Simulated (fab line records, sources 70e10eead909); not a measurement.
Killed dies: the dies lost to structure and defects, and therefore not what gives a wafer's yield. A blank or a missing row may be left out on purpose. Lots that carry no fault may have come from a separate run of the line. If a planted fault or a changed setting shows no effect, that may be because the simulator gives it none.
Matching of chambers | flow nand-harc | 4 sister chambers for NHARC_P_CONTACT_STRIP_28 on rie-diel-11
The step strips in O2. 8 wafers are shown with their chamber, then 12 later ones without.

WAFERS PAIRED WITH THEIR CHAMBERS
wafer  | chamber | showerhead-plenum-p-Torr (Torr) | drypump-motor-current-A (A)
L078.5 | 0       | 3.35                            | 5.5
L079.3 | 2       | 3.52                            | 5.6
L081.2 | 3       | 3.37                            | 5.7
L081.4 | 0       | 3.35                            | 5.5
L081.6 | 1       | 3.47                            | 6.2
L082.1 | 3       | 3.37                            | 5.7
L082.4 | 2       | 3.52                            | 5.6
L082.6 | 1       | 3.46                            | 6.1

WAFERS WITH NO CHAMBER GIVEN
wafer  | showerhead-plenum-p-Torr (Torr) | drypump-motor-current-A (A)
L085.3 | 3.37                            | 5.7
L085.4 | 3.52                            | 5.6
L085.6 | 3.52                            | 5.6
L089.3 | 3.46                            | 6.1
L089.4 | 3.34                            | 5.5
L089.6 | 3.34                            | 5.5
L093.2 | 3.37                            | 5.6
L093.4 | 3.51                            | 5.6
L093.5 | 3.51                            | 5.6
L095.2 | 3.37                            | 5.7
L095.5 | 3.37                            | 5.7
L095.6 | 3.51                            | 5.6

EACH ONE'S CHAMBER
wafer  | from the rows above | in truth
L085.3 | 3                   | 3
L085.4 | 2                   | 2
L085.6 | 2                   | 2
L089.3 | 1                   | 1
L089.4 | 0                   | 0
L089.6 | 0                   | 0
L093.2 | 3                   | 3
L093.4 | 2                   | 2
L093.5 | 2                   | 2
L095.2 | 3                   | 3
L095.5 | 3                   | 3
L095.6 | 2                   | 2
Correctly placed: 12 of 12. Can't be placed from these rows: 0. Number placed wrongly: 0.
How it was worked out, from the rows above alone: a wafer's distance from a chamber is the root of the sum, over the readings, of the square of ((its reading less the chamber's mean) divided by the reading's scatter). The wafer belongs to the nearest chamber; if the next one is less than 2 further off, it can't be placed. A chamber's mean is the mean of its shown wafers. The scatter is the square root of a quotient: the sum, over the shown wafers, of each reading's squared deviation from its chamber's mean, divided by wafers minus chambers.
